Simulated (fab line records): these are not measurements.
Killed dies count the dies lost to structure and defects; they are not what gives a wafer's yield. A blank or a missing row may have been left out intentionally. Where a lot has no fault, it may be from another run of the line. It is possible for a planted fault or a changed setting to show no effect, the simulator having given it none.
The same fault as seen by 2 desks	flow n5 finfet	each desk has only its own numbers; what lay behind them comes last

## TOOL OWNER'S DESK, pecvd-01
The tool's own readings at N5_FIN_SAQP_HM_DEP_03 (deposits SiNx from SiH4/NH3/N2, target thk 38 nm, time 33.6 s): means of the sampled wafers that have a number, for each lot that ran on this tool. A lot is out of limits, marked OUT, if its mean lies more than 4 standard deviations from the usual mean; the brackets give that distance.
Columns: A = heater power w at N5_FIN_SAQP_HM_DEP_03, usual 711 W; B = rf fwd power W at N5_FIN_SAQP_HM_DEP_03, usual 297.6 W; C = showerhead plenum p Torr at N5_FIN_SAQP_HM_DEP_03, usual 5.16 Torr; D = susceptor temp C at N5_FIN_SAQP_HM_DEP_03, usual 399.96 C; E = throttle valve pct at N5_FIN_SAQP_HM_DEP_03, usual 40.0 %
lot	first seen here	A	B	C	D	E
L562	day 2 23:50	674	298.8	5.19	400.05	39.4
L568	day 4 08:47	701	298.4	5.20	399.99	39.5
L569	day 4 14:53	665	297.7	5.18	400.05	39.4
This desk's finding: nothing out of limits on any of the 3 lots.

## AT THE METROLOGY DESK
Lot by lot, what the gauges showed, no matter which tool ran the lot: averages of those sampled wafers that carry a number. A lot is out of limits, marked OUT, if its mean lies more than 4 standard deviations from the usual mean; the brackets give that distance.
Columns: A = thk nm at N5_FIN_SAQP_THK_MEAS_05, usual 38.2 nm
lot	first seen here	A
L562	day 2 23:57	38.4
L568	day 4 08:55	38.7
L569	day 4 15:01	35.7 (-4.7) OUT
L572	day 5 09:53	38.5
L575	day 6 04:20	38.1
L578	day 6 21:35	38.0
L579	day 7 02:55	38.5
L581	day 7 15:29	38.7
This desk's verdict: out of limits on L569, starting with L569 at day 4 15:01 (thk nm at N5_FIN_SAQP_THK_MEAS_05). L562, L568, L572, L575, L578, L579, L581: within limits.

## BROUGHT TOGETHER
L569 would have let the metrology desk raise an alarm at day 4 15:01.
The tool owner's desk saw nothing out of limits.
On record at the tool owner's desk: L569, within its limits.
On pecvd-01, each named lot ran N5_FIN_SAQP_HM_DEP_03.

## WHAT WAS PUT IN BY THE SIMULATOR
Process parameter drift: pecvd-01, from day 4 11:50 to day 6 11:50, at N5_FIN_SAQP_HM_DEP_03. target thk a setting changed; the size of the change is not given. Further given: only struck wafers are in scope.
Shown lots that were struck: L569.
Delay in hours, fault start to first out-of-limits reading, per desk: metrology desk 3.
